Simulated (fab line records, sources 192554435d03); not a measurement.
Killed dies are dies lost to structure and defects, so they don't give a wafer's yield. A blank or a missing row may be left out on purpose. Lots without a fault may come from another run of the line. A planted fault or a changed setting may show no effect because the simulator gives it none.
One fault seen from 2 desks | flow n5_finfet | each desk has only its own numbers; what lay behind them comes last

THE TOOL OWNER'S DESK: rie_diel-06
The tool's own readings at N5_FIN_CUT_CUT_ETCH_26 (etches SiNx in CH3F/O2, target depth 39 nm, time 55.7 s): means of the sampled wafers that have a number, for each lot that ran on this tool. A lot is out of limits, marked OUT, if its mean lies more than 4 standard deviations from the usual mean; the brackets give that distance.
Columns: A = drypump_motor_current_A at N5_FIN_CUT_CUT_ETCH_26, usual 5.58 A; B = oes_product_au at N5_FIN_CUT_CUT_ETCH_26, usual 0.77 a.u.; C = rf_vpp_V at N5_FIN_CUT_CUT_ETCH_26, usual 296 V; D = showerhead_plenum_p_Torr at N5_FIN_CUT_CUT_ETCH_26, usual 2.03 Torr; E = throttle_valve_pct at N5_FIN_CUT_CUT_ETCH_26, usual 16.37 %
lot  | first seen here | A    | B    | C   | D    | E
L338 | day 3 04:32     | 5.65 | 0.73 | 294 | 2.08 | 16.38
L340 | day 3 18:14     | 5.42 | 0.82 | 292 | 1.98 | 16.34
L342 | day 4 04:32     | 5.70 | 0.74 | 293 | 2.04 | 16.41
L343 | day 4 09:40     | 5.57 | 0.72 | 294 | 2.05 | 16.45
L346 | day 5 05:30     | 5.46 | 0.77 | 294 | 2.03 | 16.36
L354 | day 7 04:10     | 5.39 | 0.93 | 292 | 1.96 | 16.37
This desk's finding: nothing out of limits on any of the 6 lots.

THE METROLOGY DESK
What the gauges read, lot by lot, whatever tool the lot ran on: means of the sampled wafers that have a number. A lot is out of limits, marked OUT, if its mean lies more than 4 standard deviations from the usual mean; the brackets give that distance. Of its 10 readings 7 are shown: those that lie furthest out on some lot.
Columns: A = DIBL_N at N5_BEOL_M4_RC_MEAS_101, usual 35.8 mV/V; B = DIBL_P at N5_BEOL_M4_RC_MEAS_101, usual 35.9 mV/V; C = IOFF_N at N5_BEOL_M4_RC_MEAS_101, usual 0.152 nA/um; D = IOFF_P at N5_BEOL_M4_RC_MEAS_101, usual 0.21 nA/um; E = SS_P at N5_BEOL_M4_RC_MEAS_101, usual 73.2 mV/dec; F = VT_N at N5_BEOL_M4_RC_MEAS_101, usual 250 mV; G = VT_P at N5_BEOL_M4_RC_MEAS_101, usual -250 mV
lot  | first seen here | A    | B    | C     | D    | E    | F   | G
L337 | day 8 10:41     | 36.1 | 33.3 | 0.123 | 0.16 | 72.9 | 255 | -256
L338 | day 9 07:46     | 34.3 | 35.4 | 0.130 | 0.16 | 72.8 | 251 | -254
L339 | day 9 10:22     | 36.3 | 34.5 | 0.150 | 0.21 | 73.4 | 249 | -248
L342 | day 9 23:46     | 35.5 | 35.3 | 0.131 | 0.16 | 72.5 | 254 | -254
L340 | day 10 03:01    | 37.1 | 38.5 | 0.163 | 0.20 | 73.7 | 252 | -253
L343 | day 10 14:59    | 36.0 | 36.3 | 0.163 | 0.22 | 73.4 | 248 | -248
L346 | day 10 20:46    | 35.6 | 36.4 | 0.150 | 0.20 | 74.2 | 250 | -250
L345 | day 11 00:23    | 36.2 | 34.9 | 0.159 | 0.21 | 73.2 | 250 | -247
L354 | day 13 01:29    | 34.1 | 34.9 | 0.142 | 0.22 | 73.0 | 251 | -247
This desk's finding: nothing out of limits on any of the 9 lots.

PUT TOGETHER
The tool owner's desk saw nothing out of limits.
The metrology desk saw nothing out of limits.

WHAT THE SIMULATOR HAD PUT IN
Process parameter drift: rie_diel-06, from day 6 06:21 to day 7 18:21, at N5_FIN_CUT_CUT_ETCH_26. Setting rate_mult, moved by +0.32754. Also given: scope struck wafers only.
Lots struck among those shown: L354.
